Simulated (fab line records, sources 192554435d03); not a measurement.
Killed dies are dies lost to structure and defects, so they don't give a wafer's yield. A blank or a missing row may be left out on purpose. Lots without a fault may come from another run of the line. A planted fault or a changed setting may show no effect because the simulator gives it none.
One fault seen from 3 desks | flow n5_finfet | each desk has only its own numbers; what lay behind them comes last

THE DEFECT DESK
What the inspections along the route counted, lot by lot: means of the sampled wafers that have a number. A lot is out of limits, marked OUT, if its mean lies more than 4 standard deviations from the usual mean; the brackets give that distance.
Columns: A = raw_defect_count at N5_BEOL_M10_INSPECT_30, usual 416
lot  | first seen here | A
L812 | day 10 06:27    | 369
L814 | day 10 21:05    | 333
L822 | day 12 15:50    | 336
L825 | day 13 11:50    | 477
L832 | day 15 16:25    | 372
L833 | day 15 18:19    | 421
This desk's finding: nothing out of limits on any of the 6 lots.

THE METROLOGY DESK
What the gauges read, lot by lot, whatever tool the lot ran on: means of the sampled wafers that have a number. A lot is out of limits, marked OUT, if its mean lies more than 4 standard deviations from the usual mean; the brackets give that distance.
Columns: A = cd_nm at N5_BEOL_M10_CD_MEAS_28, usual 69.4 nm; B = V9_OVL at N5_BEOL_M10_OVL_MEAS_29, usual 0.6 nm
lot  | first seen here | A    | B
L812 | day 10 06:24    | 68.6 | 0.6
L814 | day 10 21:02    | 69.7 | 0.8
L822 | day 12 15:47    | 70.0 | 0.2
L825 | day 13 11:47    | 67.5 | 0.6
L832 | day 15 16:22    | 70.0 | 1.2
L833 | day 15 18:15    | 71.4 | 0.0
This desk's finding: nothing out of limits on any of the 6 lots.

THE TOOL OWNER'S DESK: rie_diel-03
The tool's own readings at N5_BEOL_M10_ETCH_41 (etches SiCN in CH3F/O2, target depth 42.6 nm, time 86 s): means of the sampled wafers that have a number, for each lot that ran on this tool. A lot is out of limits, marked OUT, if its mean lies more than 4 standard deviations from the usual mean; the brackets give that distance.
Columns: A = drypump_motor_current_A at N5_BEOL_M10_ETCH_41, usual 5.6 A; B = oes_product_au at N5_BEOL_M10_ETCH_41, usual 0.78 a.u.; C = rf_fwd_power_W at N5_BEOL_M10_ETCH_41, usual 392.3 W; D = rf_vpp_V at N5_BEOL_M10_ETCH_41, usual 297.9 V; E = showerhead_plenum_p_Torr at N5_BEOL_M10_ETCH_41, usual 2.03 Torr; F = throttle_valve_pct at N5_BEOL_M10_ETCH_41, usual 16.38 %
lot  | first seen here | A   | B    | C     | D     | E    | F
L812 | day 10 07:21    | 6.1 | 0.69 | 391.3 | 298.8 | 2.06 | 16.71
L822 | day 12 16:13    | 5.4 | 0.90 | 391.5 | 300.0 | 2.08 | 16.50
L825 | day 13 12:30    | 5.7 | 0.85 | 391.8 | 296.3 | 1.97 | 16.33
This desk's finding: nothing out of limits on any of the 3 lots.

PUT TOGETHER
The defect desk saw nothing out of limits.
The metrology desk saw nothing out of limits.
The tool owner's desk saw nothing out of limits.

WHAT THE SIMULATOR HAD PUT IN
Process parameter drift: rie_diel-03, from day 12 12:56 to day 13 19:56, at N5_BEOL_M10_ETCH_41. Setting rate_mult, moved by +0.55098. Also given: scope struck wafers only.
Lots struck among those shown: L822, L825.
